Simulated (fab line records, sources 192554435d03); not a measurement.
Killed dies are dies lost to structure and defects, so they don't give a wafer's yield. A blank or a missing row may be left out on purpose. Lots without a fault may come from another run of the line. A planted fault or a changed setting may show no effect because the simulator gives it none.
fab line records | flow n5_finfet
record lots=9 wafers=27 last_day=17
route steps=1938 shown BEOL_M0@742 BEOL_M1@753 BEOL_M4@1111 PASSIVATION@1936
lots that met no fault: from a run of the same line without faults
start_h: hours from the record's first day to the start of the lot's first wafer shown | wait_h: hours since the lot's step before | " the same as in the row above | L1.1+2: a row that stands for several wafers | - no value, or no start given | * or withheld: withheld | < > ~ a bound
route shown NAME@n: a module of which the file shows steps, and the number in the route of the first | usual: mean/standard deviation of fault-free wafers | same: alike in all rows | chamber/n: place in a boat | sites: the reading at each site | _std_site: their standard deviation | _edge_site: outer sites' mean less inner sites' | radius_mm: how far each site lies from the wafer's centre | mask NAME#n: copy n | behind: the tool/chamber that last shaped the wafer | hold: why the lot was held/for how many hours/how that ended | device: the transistor (n, p or np) that didn't switch | end of line: the same wafers' tests at the end of the route | a step without rows: its recipe alone | killed: dies lost to structure and defects at the first sort, not the wafer's yield | map: a wafer's dies, x killed, . not, _ none there
set.NAME: the setting as run; set.NAME@STEP: as run at that earlier step | model.NAME: the simulator's own value behind a step, which no gauge read
steps of the route over a sample of lots; a table a step, a row a wafer
services: from which hour (start_h, from the record's first day; less than 0 if before it) a tool's chamber was out of use, for how many hours, and why
## steps
# step N5_BEOL_M0_ANNEAL_119
# recipe temp_c=225 time_s=90 ambient=N2
# usual wafer_temp_C_max=226.0/0.36
# columns lot.wafer tool chamber start_h wait_h wafer_temp_C_max
L522.3 rtp_anneal-01 0 132.09 2.0 226.1
L522.5 " 0 " " 225.8
L522.6 " 0 " " 225.7
L523.1 rtp_anneal-01 0 139.09 0.2 226.2
L523.4 " 0 " " 226.1
L523.5 " 0 " " 226.2
L526.2 rtp_anneal-01 0 145.82 0.1 226.4
L526.3 " 0 " " 226.2
L526.5 " 0 " " 226.1
L528.2 rtp_anneal-02 0 174.88 0.4 225.8
L528.4 " 0 " " 226.0
L528.5 " 0 " " 225.6
L532.2 rtp_anneal-02 0 195.86 0.2 226.2
L532.4 " 0 " " 225.6
L532.5 " 0 " " 225.9
L533.2 rtp_anneal-02 0 201.67 0.3 225.3
L533.4 " 0 " " 225.4
L533.6 " 0 " " 225.8
L536.1 rtp_anneal-01 0 216.43 0.1 225.9
L536.3 " 0 " " 226.3
L536.4 " 0 " " 225.9
L539.1 rtp_anneal-01 0 236.38 0.1 225.7
L539.4 " 0 " " 226.1
L539.5 " 0 " " 226.2
L542.2 rtp_anneal-01 0 250.49 0.2 226.4
L542.4 " 0 " " 226.1
L542.6 " 0 " " 226.1
# step N5_BEOL_M0_RS_MEAS_126
# recipe thk_meas_gauge=four-point-probe reads=Co_of_BEOL_M0_CO_CAP_123+Cu_of_BEOL_M0_ECD_118+Co_of_BEOL_M0_CVD_115+TaN_of_BEOL_M0_ALD_136
# usual M0_RS=0.525/0.014
# columns lot.wafer tool chamber start_h wait_h M0_RS[ohm/sq]
L522.3 film_metro-01 - 133.09 0.1 0.535
L522.5 " - " " 0.537
L522.6 " - " " 0.533
L523.1 film_metro-01 - 139.96 0.0 0.533
L523.4 " - " " 0.535
L523.5 " - " " 0.536
L526.2 film_metro-01 - 146.65 0.1 0.524
L526.3 " - " " 0.537
L526.5 " - " " 0.512
L528.2 film_metro-02 - 175.69 0.1 0.546
L528.4 " - " " 0.526
L528.5 " - " " 0.520
L532.2 film_metro-01 - 196.67 0.1 0.525
L532.4 " - " " 0.529
L532.5 " - " " 0.526
L533.2 film_metro-02 - 202.51 0.1 0.519
L533.4 " - " " 0.527
L533.6 " - " " 0.524
L536.1 film_metro-01 - 217.32 0.1 0.527
L536.3 " - " " 0.534
L536.4 " - " " 0.520
L539.1 film_metro-01 - 237.24 0.0 0.532
L539.4 " - " " 0.496
L539.5 " - " " 0.507
L542.2 film_metro-02 - 251.30 0.1 0.524
L542.4 " - " " 0.522
L542.6 " - " " 0.524
# step N5_BEOL_M1_PECVD_72
# recipe material=SiO2 target_thk_a=160 temp_c=400 precursor=TEOS/O2 pressure_torr=5.5 rf_w=450 teos_flow_sccm=53.8 gas=O2 flow_sccm=3000 time_s=18
# usual chamber_pressure_Torr=5.499/0.013 heater_power_w=630/82 showerhead_plenum_p_Torr=8.78/0.057 susceptor_temp_C=399.99/0.23 throttle_valve_pct=22.1/0.82
# columns lot.wafer tool chamber start_h wait_h chamber_pressure_Torr heater_power_w showerhead_plenum_p_Torr susceptor_temp_C throttle_valve_pct
L522.3 pecvd-03 1 133.25 0.0 5.469 540 8.75 399.74 21.7
L522.5 " 0 " " 5.493 731 8.79 400.21 21.6
L522.6 " 2 " " 5.503 725 8.70 400.19 21.2
L523.1 pecvd-02 1 140.13 0.0 5.495 658 8.80 400.08 22.9
L523.4 " 0 " " 5.512 648 8.64 400.07 23.4
L523.5 " 2 " " 5.499 683 8.81 399.89 20.3
L526.2 pecvd-01 1 146.81 0.0 5.499 590 8.78 400.15 22.5
L526.3 " 2 " " 5.492 482 8.84 399.87 22.0
L526.5 " 1 " " 5.507 586 8.80 399.96 22.5
L528.2 pecvd-02 2 175.87 0.0 5.499 623 8.80 399.87 20.5
L528.4 " 0 " " 5.504 616 8.63 400.07 23.4
L528.5 " 1 " " 5.495 723 8.82 400.00 22.7
L532.2 pecvd-03 0 196.85 0.0 5.489 653 8.77 400.23 22.1
L532.4 " 0 " " 5.490 646 8.78 399.77 22.1
L532.5 " 1 " " 5.503 545 8.75 399.88 21.5
L533.2 pecvd-02 2 202.68 0.0 5.497 658 8.79 400.16 20.6
L533.4 " 0 " " 5.496 697 8.65 400.21 23.4
L533.6 " 2 " " 5.523 663 8.81 399.88 20.8
L536.1 pecvd-03 2 217.49 0.0 5.502 771 8.72 400.07 21.5
L536.3 " 1 " " 5.511 599 8.75 399.90 21.6
L536.4 " 1 " " 5.505 601 8.77 399.98 21.5
L539.1 pecvd-01 2 237.41 0.0 5.499 524 8.83 400.22 22.2
L539.4 " 1 " " 5.487 552 8.79 400.05 22.2
L539.5 " 1 " " 5.497 558 8.78 400.28 22.3
L542.2 pecvd-01 2 251.47 0.0 5.496 505 8.82 399.82 22.1
L542.4 " 2 " " 5.496 497 8.84 400.05 22.4
L542.6 " 1 " " 5.507 574 8.77 400.09 22.6
# step N5_BEOL_M1_EXPOSE_08
# recipe mask_id=M1 na=0.33 source_shape=dipole sigma_inner=0.369 sigma_outer=0.767 polarization=unpolarized dose_mj=33
# usual focus_offset_nm=0.0/0.46
# same dipole_opening_deg=79.7
# columns lot.wafer tool chamber start_h wait_h mask focus_offset_nm
L522.3 euv_scanner-01 0 135.61 - M1#0 0.1
L522.5 " 0 " " M1#0 0.3
L522.6 " 0 " " M1#0 0.7
L523.1 euv_scanner-02 0 142.41 - M1#0 0.7
L523.4 " 0 " " M1#0 -0.4
L523.5 " 0 " " M1#0 0.7
L526.2 euv_scanner-02 0 150.02 - M1#0 -0.4
L526.3 " 0 " " M1#0 -0.4
L526.5 " 0 " " M1#0 0.1
L528.2 euv_scanner-02 0 176.81 - M1#0 -0.5
L528.4 " 0 " " M1#0 0.1
L528.5 " 0 " " M1#0 -0.5
L532.2 euv_scanner-01 0 197.18 - M1#0 0.5
L532.4 " 0 " " M1#0 0.3
L532.5 " 0 " " M1#0 0.0
L533.2 euv_scanner-01 0 204.22 - M1#0 0.1
L533.4 " 0 " " M1#0 1.1
L533.6 " 0 " " M1#0 0.0
L536.1 euv_scanner-02 0 218.63 - M1#0 -0.5
L536.3 " 0 " " M1#0 0.2
L536.4 " 0 " " M1#0 0.1
L539.1 euv_scanner-02 0 237.97 - M1#0 -0.6
L539.4 " 0 " " M1#0 -0.6
L539.5 " 0 " " M1#0 0.0
L542.2 euv_scanner-01 0 253.12 - M1#0 -0.5
L542.4 " 0 " " M1#0 0.5
L542.6 " 0 " " M1#0 0.3
# step N5_BEOL_M1_OVL_MEAS_12
# recipe points_per_wafer=522
# usual M1_OVL=0.0/0.6
# columns lot.wafer tool chamber start_h wait_h M1_OVL[nm]
L522.3 overlay-02 0 135.77 0.0 -0.1
L522.5 " 0 " " -0.1
L522.6 " 0 " " -0.1
L523.1 overlay-01 0 142.56 0.0 -0.5
L523.4 " 0 " " -1.4
L523.5 " 0 " " 0.1
L526.2 overlay-01 0 150.17 0.0 -1.1
L526.3 " 0 " " -0.3
L526.5 " 0 " " 0.1
L528.2 overlay-01 0 176.97 0.0 1.0
L528.4 " 0 " " 0.7
L528.5 " 0 " " 0.7
L532.2 overlay-01 0 197.33 0.0 -0.4
L532.4 " 0 " " 0.4
L532.5 " 0 " " 0.4
L533.2 overlay-01 0 204.38 0.0 -0.3
L533.4 " 0 " " -0.7
L533.6 " 0 " " -0.5
L536.1 overlay-01 0 218.79 0.0 7.3
L536.3 " 0 " " 7.9
L536.4 " 0 " " 7.6
L539.1 overlay-02 0 238.13 0.0 7.9
L539.4 " 0 " " 7.5
L539.5 " 0 " " 7.3
L542.2 overlay-02 0 253.27 0.0 -0.7
L542.4 " 0 " " -1.1
L542.6 " 0 " " -0.8
# step N5_BEOL_M4_RC_MEAS_101
# usual DIBL_N=36.3/1.2 DIBL_P=36.7/1.5 IOFF_N=0.164/0.02 IOFF_P=0.214/0.024 ION_N=673/8.5 ION_P=461/5.9 SS_N=71.6/0.44 SS_P=73.3/0.55 VT_N=249.4/2.4 VT_P=-250.0/2.3
# columns lot.wafer tool chamber start_h wait_h DIBL_N[mV/V] DIBL_P[mV/V] IOFF_N[nA/um] IOFF_P[nA/um] ION_N[uA/um] ION_P[uA/um] SS_N[mV/dec] SS_P[mV/dec] VT_N[mV] VT_P[mV]
L522.3 prober-02 0 172.04 0.3 36.6 35.3 0.157 0.211 666 463 71.3 72.8 249.4 -248.3
L522.5 " 0 " " 36.5 34.2 0.150 0.201 667 459 72.1 73.1 252.6 -251.7
L522.6 " 0 " " 37.0 35.8 0.172 0.227 672 464 71.7 73.0 248.8 -248.0
L523.1 prober-01 0 194.75 0.0 35.1 36.3 0.140 0.184 657 452 71.0 72.7 250.2 -253.4
L523.4 " 0 " " 34.0 34.5 0.123 0.166 662 454 71.6 72.7 251.7 -255.6
L523.5 " 0 " " 35.6 37.5 0.162 0.199 678 459 71.6 73.4 249.5 -253.3
L526.2 prober-01 0 205.67 0.2 37.4 37.3 0.179 0.263 691 480 71.8 73.7 247.9 -244.0
L526.3 " 0 " " 37.9 38.3 0.193 0.274 672 466 72.1 74.0 243.3 -242.7
L526.5 " 0 " " 36.1 36.5 0.152 0.238 689 474 71.8 73.6 246.9 -246.4
L528.2 prober-02 0 225.39 0.2 34.4 35.5 0.140 0.198 668 457 71.3 72.5 252.3 -248.4
L528.4 " 0 " " 36.3 37.5 0.174 0.229 675 464 71.7 73.4 248.8 -248.3
L528.5 " 0 " " 35.7 36.6 0.159 0.215 668 458 71.5 73.4 250.5 -249.8
L532.2 prober-02 0 233.36 0.2 38.5 39.1 0.217 0.266 692 470 72.3 74.8 247.0 -248.6
L532.4 " 0 " " 36.8 37.5 0.172 0.242 673 459 72.2 74.5 250.8 -247.8
L532.5 " 0 " " 35.9 35.4 0.151 0.201 667 456 71.6 73.4 251.7 -251.3
L533.2 prober-02 0 247.90 0.2 37.8 36.6 0.164 0.201 673 456 71.4 73.5 248.8 -251.1
L533.4 " 0 " " 36.2 35.0 0.148 0.183 663 451 71.5 73.3 250.9 -253.0
L533.6 " 0 " " 37.2 35.5 0.161 0.202 663 451 72.0 73.1 250.2 -249.0
L536.1 prober-02 0 259.92 0.0 36.7 37.1 0.162 0.224 672 470 71.6 73.3 249.7 -247.1
L536.3 " 0 " " 35.7 36.7 0.147 0.218 673 466 71.1 73.3 252.8 -246.9
L536.4 " 0 " " 34.9 35.7 0.131 0.195 666 462 71.6 73.3 253.9 -247.2
L539.1 prober-01 0 280.96 0.0 33.7 35.5 0.131 0.181 664 458 71.2 72.7 252.4 -252.3
L539.4 " 0 " " 32.4 33.5 0.114 0.160 662 455 71.1 72.2 254.5 -253.9
L539.5 " 0 " " 34.8 36.5 0.151 0.200 660 454 70.9 73.3 249.7 -249.8
L542.2 prober-01 0 300.19 0.2 36.0 36.4 0.163 0.219 675 461 71.3 73.2 246.9 -248.3
L542.4 " 0 " " 37.5 38.9 0.194 0.256 671 460 71.9 73.7 245.0 -248.7
L542.6 " 0 " " 36.9 38.2 0.180 0.244 674 465 71.4 73.9 247.3 -248.9
# step N5_PASSIVATION_PROBE_49
# usual defect_limited_yield=91.2/1.5 killed_at_M0_to_M3=35/11 killed_at_M4_up=13/5.6 killed_at_contacts=13/6.3 killed_at_front_end=38/12 killed_at_other=3.7/2.9 killed_dies=104/18 killed_on_rim=14/3.8 killed_open=69/13 killed_short=34/8.3 sort_bin_5_function=5.2/0.95 sort_bin_6_memory=3.3/0.68 sort_n_pass=1076/18 sort_yield_pct=91.2/1.5
# same gross_dies=1180 killed_at_back_side=0 sort_bin_4_leakage[%]=0 sort_bin_8_speed[%]=0
# columns lot.wafer tool chamber start_h wait_h defect_limited_yield[%] killed_at_M0_to_M3 killed_at_M4_up killed_at_contacts killed_at_front_end killed_at_other killed_dies killed_on_rim killed_open killed_short sort_bin_5_function[%] sort_bin_6_memory[%] sort_n_pass sort_yield_pct[%]
L526.2 prober-01 - 311.56 0.1 92.3 29 16 9 33 4 91 18 62 26 4.3 3.1 1089 92.3
L526.3 prober-01 - 311.61 0.1 91.8 33 12 21 29 2 97 11 63 31 5.0 3.1 1083 91.8
L526.5 prober-01 - 311.71 0.2 93.6 41 7 17 10 1 76 15 49 23 3.5 2.7 1104 93.6
L528.2 prober-02 - 333.00 0.1 90.2 29 10 10 65 2 116 22 76 39 5.4 4.0 1064 90.2
L528.4 prober-02 - 333.10 0.2 91.2 32 12 14 46 0 104 15 75 28 5.7 2.9 1076 91.2
L528.5 prober-02 - 333.15 0.2 87.1 49 17 25 59 2 152 21 98 52 7.7 4.6 1028 87.1
L533.2 prober-01 - 349.91 0.1 93.1 34 12 0 33 2 81 7 57 23 4.4 1.9 1099 93.1
L533.4 prober-01 - 350.01 0.2 87.1 42 20 12 76 2 152 9 107 42 7.8 5.0 1028 87.1
L533.6 prober-01 - 350.11 0.3 88.7 52 24 15 39 3 133 13 85 48 6.6 4.2 1047 88.7
L536.1 prober-01 - 364.72 0.0 50.9 484 13 12 68 2 579 72 93 61 26.4 4.6 601 50.9
L536.3 prober-01 - 364.82 0.1 55.9 449 11 13 46 1 520 71 59 42 21.4 3.6 660 55.9
L536.4 prober-01 - 364.87 0.2 60.5 361 14 3 84 4 466 66 101 53 20.0 5.4 714 60.5
L539.1 prober-02 - 394.17 0.0 46.0 570 18 18 23 8 637 81 66 35 28.9 3.4 543 46.0
L539.4 prober-02 - 394.32 0.2 50.6 513 22 24 21 3 583 74 76 36 26.0 3.4 597 50.6
L539.5 prober-02 - 394.37 0.2 57.2 423 24 25 32 1 505 57 95 40 23.5 4.2 675 57.2
# killed by level:class
L526.2 FIN_SAQP:geometric_particle:open=9 BEOL_M1:geometric_particle:open=7 BEOL_M4:geometric_particle:open=7 MOL_CONTACT_COAG:geometric_particle:open=6 BEOL_M0_SAQP:geometric_particle:open=6 STI_FIN_REVEAL:geometric_particle:open=5 BEOL_M0_SAQP:geometric_particle:short=5 FIN_SAQP:geometric_particle:short=4
L526.3 MOL_CONTACT_COAG:geometric_particle:open=16 BEOL_M0_SAQP:geometric_particle:short=11 BEOL_M0_SAQP:geometric_particle:open=8 STI_FIN_REVEAL:geometric_particle:open=7 FIN_SAQP:geometric_particle:open=5 MOL_CONTACT_COAG:geometric_particle:short=5 GATE_CUT:geometric_particle:short=4 BEOL_M1:geometric_particle:open=4
L526.5 MOL_CONTACT_COAG:geometric_particle:open=13 BEOL_M0_SAQP:geometric_particle:open=11 BEOL_M0_SAQP:geometric_particle:short=10 BEOL_M3:geometric_particle:open=8 BEOL_M1:geometric_particle:open=4 MOL_CONTACT_COAG:geometric_particle:short=3 BEOL_M2:geometric_particle:open=3 FIN_SAQP:geometric_particle:short=2
L528.2 FIN_SAQP:geometric_particle:short=17 FIN_SAQP:geometric_particle:open=16 STI_FIN_REVEAL:geometric_particle:open=12 MOL_CONTACT_COAG:geometric_particle:open=8 BEOL_M0_SAQP:geometric_particle:open=8 GATE_CUT:geometric_particle:short=5 BEOL_M0_SAQP:geometric_particle:short=5 STARTING-WAFER:geometric_particle:open=5
L528.4 FIN_SAQP:geometric_particle:open=13 MOL_CONTACT_COAG:geometric_particle:open=12 STI_FIN_REVEAL:geometric_particle:open=11 FIN_SAQP:geometric_particle:short=10 BEOL_M0_SAQP:geometric_particle:open=8 BEOL_M0_SAQP:geometric_particle:short=7 BEOL_M1:geometric_particle:open=6 BEOL_M4:geometric_particle:open=5
L528.5 FIN_SAQP:geometric_particle:short=24 MOL_CONTACT_COAG:geometric_particle:open=21 BEOL_M2:geometric_particle:open=12 FIN_SAQP:geometric_particle:open=11 BEOL_M0_SAQP:geometric_particle:open=11 BEOL_M0_SAQP:geometric_particle:short=11 BEOL_M4:geometric_particle:open=6 BEOL_M3:geometric_particle:open=6
L533.2 BEOL_M0_SAQP:geometric_particle:open=15 FIN_SAQP:geometric_particle:open=8 FIN_SAQP:geometric_particle:short=5 BEOL_M2:geometric_particle:open=5 GATE_CUT:geometric_particle:short=4 BEOL_M0_SAQP:geometric_particle:short=4 DUMMY_GATE:geometric_particle:open=3 BEOL_M0:geometric_particle:open=3
L533.4 FIN_SAQP:geometric_particle:open=32 FIN_SAQP:geometric_particle:short=21 BEOL_M0_SAQP:geometric_particle:open=15 MOL_CONTACT_COAG:geometric_particle:open=11 BEOL_M0_SAQP:geometric_particle:short=9 BEOL_M4:geometric_particle:open=8 GATE_CUT:geometric_particle:open=7 STI_FIN_REVEAL:geometric_particle:open=6
L533.6 MOL_CONTACT_COAG:geometric_particle:open=12 BEOL_M0_SAQP:geometric_particle:short=11 BEOL_M0_SAQP:geometric_particle:open=11 BEOL_M4:geometric_particle:open=11 BEOL_M1:geometric_particle:open=8 BEOL_M2:geometric_particle:open=7 BEOL_M3:geometric_particle:open=7 STI_FIN_REVEAL:geometric_particle:open=5
L536.1 BEOL_M1:overlay=423 BEOL_M0_SAQP:geometric_particle:short=22 FIN_SAQP:geometric_particle:open=19 BEOL_M0_SAQP:geometric_particle:open=19 FIN_SAQP:geometric_particle:short=11 BEOL_M3:geometric_particle:open=9 STI_FIN_REVEAL:geometric_particle:open=8 MOL_CONTACT_COAG:geometric_particle:open=8
L536.3 BEOL_M1:overlay=419 FIN_SAQP:geometric_particle:short=16 BEOL_M2:geometric_particle:open=11 MOL_CONTACT_COAG:geometric_particle:open=10 FIN_SAQP:geometric_particle:open=8 STI_FIN_REVEAL:geometric_particle:open=7 BEOL_M4:geometric_particle:open=6 GATE_CUT:geometric_particle:short=6
L536.4 BEOL_M1:overlay=311 FIN_SAQP:geometric_particle:open=21 BEOL_M0_SAQP:geometric_particle:open=17 FIN_SAQP:geometric_particle:short=14 STI_FIN_REVEAL:geometric_particle:open=13 BEOL_M0_SAQP:geometric_particle:short=9 BEOL_M2:geometric_particle:open=7 BEOL_M4:geometric_particle:open=7
L539.1 BEOL_M1:overlay=535 MOL_CONTACT_COAG:geometric_particle:open=14 BEOL_M4:geometric_particle:open=11 BEOL_M0_SAQP:geometric_particle:open=10 BEOL_M0_SAQP:geometric_particle:short=10 BEOL_M2:geometric_particle:open=6 STI_FIN_REVEAL:geometric_particle:open=4 MOL_CONTACT_COAG:geometric_particle:short=4
L539.4 BEOL_M1:overlay=471 MOL_CONTACT_COAG:geometric_particle:open=17 BEOL_M0_SAQP:geometric_particle:open=10 BEOL_M4:geometric_particle:open=10 STI_FIN_REVEAL:geometric_particle:open=9 BEOL_M0_SAQP:geometric_particle:short=9 MOL_CONTACT_COAG:geometric_particle:short=7 BEOL_M2:geometric_particle:open=7
L539.5 BEOL_M1:overlay=369 MOL_CONTACT_COAG:geometric_particle:open=22 BEOL_M0_SAQP:geometric_particle:short=17 BEOL_M4:geometric_particle:open=16 BEOL_M0_SAQP:geometric_particle:open=13 STI_FIN_REVEAL:geometric_particle:open=11 BEOL_M3:geometric_particle:open=9 BEOL_M1:geometric_particle:open=6
## services
# columns tool chamber start_h hours kind
euv_scanner-01 - 123.21 0.5 repair
euv_scanner-02 - 133.33 5.8 pm
pecvd-02 1 133.74 5.5 scheduled_down
euv_scanner-01 - 139.11 1.0 pm
euv_scanner-02 - 156.67 1.0 pm
pecvd-01 1 157.75 2.1 scheduled_down
euv_scanner-01 - 165.30 17.3 pm
pecvd-03 2 166.60 19.3 repair
pecvd-01 - 168.36 5.5 pm
euv_scanner-01 - 182.60 5.8 pm
euv_scanner-02 - 185.16 12.4 repair
euv_scanner-01 - 197.55 1.0 pm
euv_scanner-02 0 209.13 - calibration
pecvd-01 0 209.19 2.1 scheduled_down
euv_scanner-02 - 212.82 1.0 pm
euv_scanner-02 - 222.28 11.9 repair
pecvd-01 0 233.76 9.1 repair
euv_scanner-01 - 242.39 0.2 repair
pecvd-02 1 242.54 2.1 repair
euv_scanner-01 - 246.73 1.0 pm
euv_scanner-02 - 250.81 4.6 pm
## key
first_sign step=N5_BEOL_M1_OVL_MEAS_12 reading=M1_OVL direction=up sigmas=13 usual=0.0 struck=7.6
effect step=N5_PASSIVATION_PROBE_49 reading=killed_at_M0_to_M3 direction=up sigmas=39 usual=35 struck=467
more_kills_born_at N5_BEOL_M1_EXPOSE_08@euv_scanner-02=2528
met_at N5_BEOL_M1_EXPOSE_08
struck_lots L536,L539
not_acting_at N5_BEOL_M0_ANNEAL_119,N5_BEOL_M0_RS_MEAS_126,N5_BEOL_M1_PECVD_72
onset_between 176.81 218.63
fault kind=scanner_matching_overlay tool=euv_scanner-02 chamber=- onset_h=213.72 steps=N5_BEOL_M1_EXPOSE_08 offset=7.6111
